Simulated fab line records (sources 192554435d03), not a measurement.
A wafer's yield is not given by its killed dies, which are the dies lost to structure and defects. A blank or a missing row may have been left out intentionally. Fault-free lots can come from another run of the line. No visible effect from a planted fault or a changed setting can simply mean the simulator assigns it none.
Chamber matching | flow n5_finfet | ald_metal-02 running N5_BEOL_M0_ALD_136: 4 sister chambers
The step deposits TaN, pulse time 2 s, purge time 3 s, co reactant purge time 2 s. 8 wafers are shown with their chamber, then 9 later ones without.

## WAFERS WITH THEIR CHAMBER
wafer  | chamber | heater_power_w (W)
L082.1 | 2       | 392
L091.3 | 3       | 418
L092.2 | 3       | 411
L092.4 | 1       | 397
L092.6 | 0       | 380
L094.2 | 2       | 377
L094.3 | 1       | 404
L094.5 | 0       | 389

## WAFERS MISSING THEIR CHAMBER
wafer  | heater_power_w (W)
L095.1 | 400
L095.2 | 422
L095.4 | 375
L096.2 | 374
L096.3 | 390
L096.4 | 418
L097.2 | 381
L097.3 | 421
L097.6 | 409

## EACH ONE'S CHAMBER
wafer  | from the rows above          | in truth
L095.1 | can't be placed: 1 or 3      | 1
L095.2 | can't be placed: 3 or 1      | 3
L095.4 | can't be placed: 0 or 2      | 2
L096.2 | can't be placed: 0 or 2      | 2
L096.3 | can't be placed: 0 or 2 or 1 | 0
L096.4 | can't be placed: 3 or 1      | 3
L097.2 | can't be placed: 0 or 2      | 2
L097.3 | can't be placed: 3 or 1      | 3
L097.6 | can't be placed: 3 or 1      | 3
0 of 9 placed correctly. Cannot be placed on the basis of these rows: 9; the candidates contain the true chamber in 9. Wrongly placed: 0.
How it was worked out, from the rows above alone: a wafer's distance from a chamber is the root of the sum, over the readings, of the square of ((its reading less the chamber's mean) divided by the reading's scatter). The wafer belongs to the nearest chamber; if the next one is less than 2 further off, it can't be placed. Each chamber's mean is taken over the wafers shown for it. The scatter is the square root of a quotient: the sum, over the shown wafers, of each reading's squared deviation from its chamber's mean, divided by wafers minus chambers.
